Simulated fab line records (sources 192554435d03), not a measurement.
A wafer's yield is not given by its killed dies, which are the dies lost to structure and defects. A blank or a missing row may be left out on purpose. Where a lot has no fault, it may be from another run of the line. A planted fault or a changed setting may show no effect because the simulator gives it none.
Which tool did it? + flow n5 finfet + 9 lots with 27 wafers sampled at 5 steps, on a route of 1938 steps

== WHAT EACH GAUGE READ, for each wafer ==
N5_BEOL_M4_RC_MEAS_101. Usual: DIBL_N 36.3 mV/V, standard deviation 1.2; DIBL_P 36.3 mV/V, standard deviation 1.4; IOFF_N 0.160 nA/um, standard deviation 0.02; IOFF_P 0.210 nA/um, standard deviation 0.025; ION_N 675 uA/um, standard deviation 9.5; ION_P 462 uA/um, standard deviation 7; SS_N 71.5 mV/dec, standard deviation 0.53; SS_P 73.4 mV/dec, standard deviation 0.55; VT_N 249.5 mV, standard deviation 2.6; VT_P -250.1 mV, standard deviation 2.9.
| lot  | measured     | on        | DIBL_N (mV/V)  | DIBL_P (mV/V)  | IOFF_N (nA/um)    | IOFF_P (nA/um)    | ION_N (uA/um) | ION_P (uA/um) | SS_N (mV/dec)  | SS_P (mV/dec)  | VT_N (mV)         | VT_P (mV)            | flag |
|------|--------------|-----------|----------------|----------------|-------------------|-------------------|---------------|---------------|----------------|----------------|-------------------|----------------------|------|
| L200 | day 8 23:34  | prober-01 | 34.6 34.2 36.5 | 33.6 32.9 36.7 | 0.135 0.121 0.167 | 0.161 0.154 0.203 | 666 663 674   | 450 452 462   | 72.3 71.7 72.4 | 72.7 73.2 73.9 | 252.2 251.1 250.2 | -252.7 -256.1 -251.2 |      |
| L212 | day 13 02:29 | prober-01 | 37.2 37.8 37.4 | 37.4 37.3 37.1 | 0.169 0.180 0.168 | 0.239 0.244 0.236 | 684 679 679   | 459 466 470   | 72.5 72.3 71.8 | 73.6 73.9 72.7 | 247.4 245.2 250.2 | -250.6 -247.5 -246.4 |      |
| L217 | day 15 02:28 | prober-02 | 36.9 39.5 38.2 | 37.5 40.0 38.9 | 0.162 0.206 0.186 | 0.215 0.265 0.236 | 668 685 674   | 463 464 457   | 71.9 71.7 71.6 | 73.5 74.6 74.7 | 250.5 248.3 249.9 | -248.9 -246.1 -248.1 |      |
| L219 | day 14 22:32 | prober-01 | 35.8 35.5 34.8 | 36.4 34.8 34.7 | 0.172 0.154 0.147 | 0.200 0.179 0.184 | 682 676 677   | 461 458 464   | 70.8 71.4 70.5 | 73.0 73.1 72.1 | 246.2 247.9 250.8 | -253.4 -254.3 -251.8 |      |
| L220 | day 15 08:37 | prober-01 | 36.0 35.2 35.2 | 36.6 35.6 35.0 | 0.165 0.144 0.141 | 0.215 0.190 0.183 | 682 674 679   | 462 462 466   | 71.3 70.7 71.6 | 73.0 73.1 73.3 | 247.6 250.9 252.5 | -251.8 -250.1 -251.1 |      |
| L221 | day 16 03:17 | prober-02 | 35.3 34.8 34.6 | 36.4 34.8 35.8 | 0.154 0.143 0.151 | 0.208 0.183 0.206 | 679 683 691   | 472 466 466   | 71.6 70.8 71.3 | 72.7 72.7 72.1 | 247.8 248.7 250.1 | -249.9 -250.5 -247.9 |      |
| L222 | day 15 20:00 | prober-01 | 33.8 35.6 36.2 | 35.9 36.3 37.2 | 0.157 0.190 0.183 | 0.187 0.194 0.204 | 675 668 668   | 459 452 452   | 70.8 71.2 71.7 | 73.3 73.7 74.0 | 248.4 248.9 250.5 | -252.7 -254.3 -252.4 |      |

== WHICH TOOL RAN EACH LOT (tool, then ch and the chambers of the sampled wafers, then the start) ==
| lot  | N5_MOL_CONTACT_COAG_ETCHBACK_136   | N5_MOL_CONTACT_COAG_CMP_52    | N5_BEOL_M0_SAQP_ILD_DEP_01      | N5_BEOL_M0_SAQP_PECVD_04        |
|------|------------------------------------|-------------------------------|---------------------------------|---------------------------------|
| L200 | rie diel-05 ch 0,1,2, day 5 12:56  | cmp-01 ch 0,1, day 5 13:47    | pecvd-02 ch 0,2, day 5 17:29    | pecvd-03 ch 0,1, day 5 18:35    |
| L209 | rie diel-03 ch 0,1,2, day 7 17:58  | cmp-03 ch 1,2,3, day 7 18:47  | pecvd-02 ch 0,2, day 7 23:58    | pecvd-02 ch 0,2, day 8 01:22    |
| L210 | rie diel-03 ch 0,1,2, day 7 23:46  | cmp-01 ch 0,3, day 8 00:37    | pecvd-03 ch 0,1,2, day 8 04:20  | pecvd-02 ch 1,2, day 8 05:21    |
| L212 | rie diel-06 ch 0,1, day 8 10:44    | cmp-01 ch 0,1, day 8 11:38    | pecvd-02 ch 0,1,2, day 8 15:19  | pecvd-03 ch 0,2, day 8 16:31    |
| L217 | rie diel-05 ch 2,3, day 9 15:28    | cmp-02 ch 0,1, day 9 16:19    | pecvd-01 ch 0,1,2, day 9 22:43  | pecvd-02 ch 0,1,2, day 9 23:09  |
| L219 | rie diel-06 ch 0,1,3, day 10 09:54 | cmp-01 ch 0,2,3, day 10 10:47 | pecvd-03 ch 1,2, day 10 14:28   | pecvd-02 ch 0,2, day 10 15:02   |
| L220 | rie diel-06 ch 2,3, day 10 14:58   | cmp-02 ch 0,1, day 10 15:51   | pecvd-02 ch 0,1, day 10 19:31   | pecvd-03 ch 0,1,2, day 10 20:19 |
| L221 | rie diel-05 ch 1,2,3, day 11 00:25 | cmp-01 ch 0,2, day 11 01:16   | pecvd-02 ch 0,1,2, day 11 04:59 | pecvd-03 ch 0,1,2, day 11 07:08 |
| L222 | rie diel-03 ch 1,2, day 11 06:01   | cmp-03 ch 0,1,3, day 11 07:13 | pecvd-03 ch 0,1,2, day 11 13:13 | pecvd-01 ch 0,1, day 11 13:34   |
- N5_MOL_CONTACT_COAG_ETCHBACK_136: etches SiO2 in CHF3, target depth 25 nm, time 16.7 s.
- N5_MOL_CONTACT_COAG_CMP_52: polishes, stops on SiO2, t overpolish 1.5 s, target thk 66.5 nm.
- N5_BEOL_M0_SAQP_ILD_DEP_01: deposits SiOC from DEMS/O2, target thk 45.419 nm, time 8.7 s.
- N5_BEOL_M0_SAQP_PECVD_04: deposits a-Si from SiH4/He, target thk 60 nm, time 60.2 s.

== WHAT THE TOOLS THEMSELVES READ (means of the sampled wafers that have a number; where no wafer has one, the mark that the record gives instead) ==
N5_MOL_CONTACT_COAG_ETCHBACK_136. Usual: chamber pressure mTorr 30.001 mTorr, standard deviation 0.03; drypump motor current A 5.49 A, standard deviation 0.21; oes product au 0.80 a.u., standard deviation 0.081; rf vpp V 525 V, standard deviation 4.2; showerhead plenum p Torr 2.38 Torr, standard deviation 0.081; throttle valve pct 18.69 %, standard deviation 0.23.
| lot  | tool        | chamber pressure mTorr (mTorr) | drypump motor current A (A) | oes product au (a.u.) | rf vpp V (V) | showerhead plenum p Torr (Torr) | throttle valve pct (%) | flag |
|------|-------------|--------------------------------|-----------------------------|-----------------------|--------------|---------------------------------|------------------------|------|
| L200 | rie diel-05 | 30.015                         | 5.52                        | 0.73                  | 526          | 2.43                            | 18.82                  |      |
| L209 | rie diel-03 | 29.958                         | 5.50                        | 0.79                  | 524          | 2.33                            | 18.59                  |      |
| L210 | rie diel-03 | 29.967                         | 5.50                        | 0.80                  | 524          | 2.33                            | 18.59                  |      |
| L212 | rie diel-06 | 30.007                         | 5.66                        | 0.75                  | 523          | 2.32                            | 18.72                  |      |
| L217 | rie diel-05 | 29.998                         | 5.69                        | 0.82                  | 527          | 2.40                            | 18.58                  |      |
| L219 | rie diel-06 | 30.001                         | 5.57                        | 0.75                  | 526          | 2.36                            | 18.70                  |      |
| L220 | rie diel-06 | 29.978                         | 5.29                        | 0.73                  | 530          | 2.37                            | 18.66                  |      |
| L221 | rie diel-05 | 30.007                         | 5.67                        | 0.83                  | 528          | 2.40                            | 18.60                  |      |
| L222 | rie diel-03 | 30.034                         | 5.55                        | 0.78                  | 523          | 2.26                            | 18.66                  |      |

N5_MOL_CONTACT_COAG_CMP_52. Usual: motor current A 11.8 A, standard deviation 0.85; overpolish run s 1.501 s, standard deviation 0.0089; retaining ring pressure frac 1.000, standard deviation 0.0043; time to endpoint s 11.8 s, standard deviation 2.
| lot  | tool   | motor current A (A) | overpolish run s (s) | retaining ring pressure frac | time to endpoint s (s) | flag |
|------|--------|---------------------|----------------------|------------------------------|------------------------|------|
| L200 | cmp-01 | 12.1                | 1.500                | 1.001                        | 11.1                   |      |
| L209 | cmp-03 | 11.6                | 1.494                | 1.001                        | 13.0                   |      |
| L210 | cmp-01 | 12.2                | 1.506                | 1.000                        | 7.6                    |      |
| L212 | cmp-01 | 11.7                | 1.500                | 1.001                        | 11.0                   |      |
| L217 | cmp-02 | 11.5                | 1.497                | 1.004                        | 14.5                   |      |
| L219 | cmp-01 | 11.6                | 1.499                | 0.999                        | 14.8                   |      |
| L220 | cmp-02 | 11.2                | 1.502                | 1.006                        | 10.5                   |      |
| L221 | cmp-01 | 11.8                | 1.497                | 1.001                        | 12.0                   |      |
| L222 | cmp-03 | 12.3                | 1.501                | 1.001                        | 13.7                   |      |

N5_BEOL_M0_SAQP_ILD_DEP_01. Usual: chamber pressure Torr 5.001 Torr, standard deviation 0.012; heater power outer w 260 W, standard deviation 57; heater power w 484 W, standard deviation 74; showerhead plenum p Torr 5.695 Torr, standard deviation 0.012; throttle valve pct 11.9 %, standard deviation 0.85.
| lot  | tool     | chamber pressure Torr (Torr) | heater power outer w (W) | heater power w (W) | showerhead plenum p Torr (Torr) | throttle valve pct (%) | flag |
|------|----------|------------------------------|--------------------------|--------------------|---------------------------------|------------------------|------|
| L200 | pecvd-02 | 5.004                        | 211                      | 427                | 5.694                           | 12.3                   |      |
| L209 | pecvd-02 | -                            | -                        | -                  | -                               | -                      | OFF  |
| L210 | pecvd-03 | -                            | -                        | -                  | -                               | -                      | OFF  |
| L212 | pecvd-02 | 4.991                        | 232                      | 456                | 5.709                           | 12.3                   |      |
| L217 | pecvd-01 | 4.987                        | 261                      | 486                | 5.689                           | 11.4                   |      |
| L219 | pecvd-03 | 5.012                        | 288                      | 494                | 5.694                           | 11.6                   |      |
| L220 | pecvd-02 | 5.002                        | 210                      | 445                | 5.704                           | 12.8                   |      |
| L221 | pecvd-02 | 5.011                        | 225                      | 455                | 5.695                           | 12.3                   |      |
| L222 | pecvd-03 | 5.000                        | 321                      | 549                | 5.695                           | 12.0                   |      |

N5_BEOL_M0_SAQP_PECVD_04. Usual: heater power w 623 W, standard deviation 83; showerhead plenum p Torr 5.677 Torr, standard deviation 0.029; throttle valve pct 18.4 %, standard deviation 1.3.
| lot  | tool     | heater power w (W) | showerhead plenum p Torr (Torr) | throttle valve pct (%) | flag |
|------|----------|--------------------|---------------------------------|------------------------|------|
| L200 | pecvd-03 | 737                | 5.675                           | 18.9                   |      |
| L209 | pecvd-02 | 533                | 5.686                           | 18.6                   |      |
| L210 | pecvd-02 | 632                | 5.696                           | 17.7                   |      |
| L212 | pecvd-03 | 655                | 5.663                           | 18.9                   |      |
| L217 | pecvd-02 | 592                | 5.695                           | 18.8                   |      |
| L219 | pecvd-02 | 534                | 5.683                           | 18.9                   |      |
| L220 | pecvd-03 | 708                | 5.679                           | 18.5                   |      |
| L221 | pecvd-03 | 695                | 5.661                           | 18.4                   |      |
| L222 | pecvd-01 | 588                | 5.618                           | 17.7                   |      |

== THE ANSWER, worked out from the rows above alone ==
Rule: lot off if the mean of its wafers having a number is beyond 3 standard deviations from the usual mean. Also off: a lot with no number at a reading for which 4 or more lots have one. All remaining lots with rows at the step are treated as sound. The gauges are gone through in route order, then the tools' own readings, and for those a lot's mean is taken as printed above. At the first step where some lot is off, the reading lying furthest off is the one used; lots without a number count as furthest.
Off: L209, L210 (N5_BEOL_M0_SAQP_ILD_DEP_01, chamber pressure Torr). Without a number there: L209, L210.
If a tool, at that step or one of the process steps before it, ran each lot that is off and ran no sound lot following the first of them, it fits. No candidate that was tried fits.

== WHAT THE SIMULATOR HAD PUT IN ==
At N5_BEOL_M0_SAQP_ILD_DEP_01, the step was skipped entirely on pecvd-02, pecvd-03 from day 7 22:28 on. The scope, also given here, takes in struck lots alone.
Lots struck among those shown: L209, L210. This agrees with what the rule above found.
